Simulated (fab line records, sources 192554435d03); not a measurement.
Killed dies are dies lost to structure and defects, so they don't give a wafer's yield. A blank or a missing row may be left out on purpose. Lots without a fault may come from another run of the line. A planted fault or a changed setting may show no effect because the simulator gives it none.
Chamber matching | flow n5_finfet | N5_FIN_SAQP_PECVD_06 on pecvd-01: 3 sister chambers
The step deposits a-Si from SiH4/He, target thk 60 nm, time 48.1 s. 6 wafers are shown with their chamber, then 7 later ones without.

WAFERS WITH THEIR CHAMBER
wafer  | chamber | throttle_valve_pct (%) | showerhead_plenum_p_Torr (Torr)
L083.5 | 1       | 17.8                   | 5.58
L086.2 | 2       | 16.0                   | 5.70
L086.3 | 0       | 19.2                   | 5.61
L086.6 | 2       | 16.3                   | 5.69
L091.1 | 0       | 19.3                   | 5.61
L091.4 | 1       | 17.8                   | 5.59

WAFERS WITHOUT THEIR CHAMBER
wafer  | throttle_valve_pct (%) | showerhead_plenum_p_Torr (Torr)
L091.5 | 16.0                   | 5.70
L094.1 | 19.1                   | 5.61
L094.4 | 16.3                   | 5.68
L094.5 | 17.7                   | 5.58
L096.1 | 18.1                   | 5.59
L096.2 | 16.0                   | 5.71
L096.4 | 16.2                   | 5.69

WHICH CHAMBER EACH WENT THROUGH
wafer  | from the rows above | in truth
L091.5 | 2                   | 2
L094.1 | 0                   | 0
L094.4 | 2                   | 2
L094.5 | 1                   | 1
L096.1 | 1                   | 1
L096.2 | 2                   | 2
L096.4 | 2                   | 2
Placed correctly: 7 of 7. Can't be placed from these rows: 0. Placed wrongly: 0.
How it was worked out, from the rows above alone: a wafer's distance from a chamber is the root of the sum, over the readings, of the square of ((its reading less the chamber's mean) divided by the reading's scatter). The wafer belongs to the nearest chamber; if the next one is less than 2 further off, it can't be placed. A chamber's mean is the mean of its shown wafers. The scatter: the root of (the sum of the squares of (reading less its chamber's mean) over the shown wafers, divided by (wafers less chambers)).
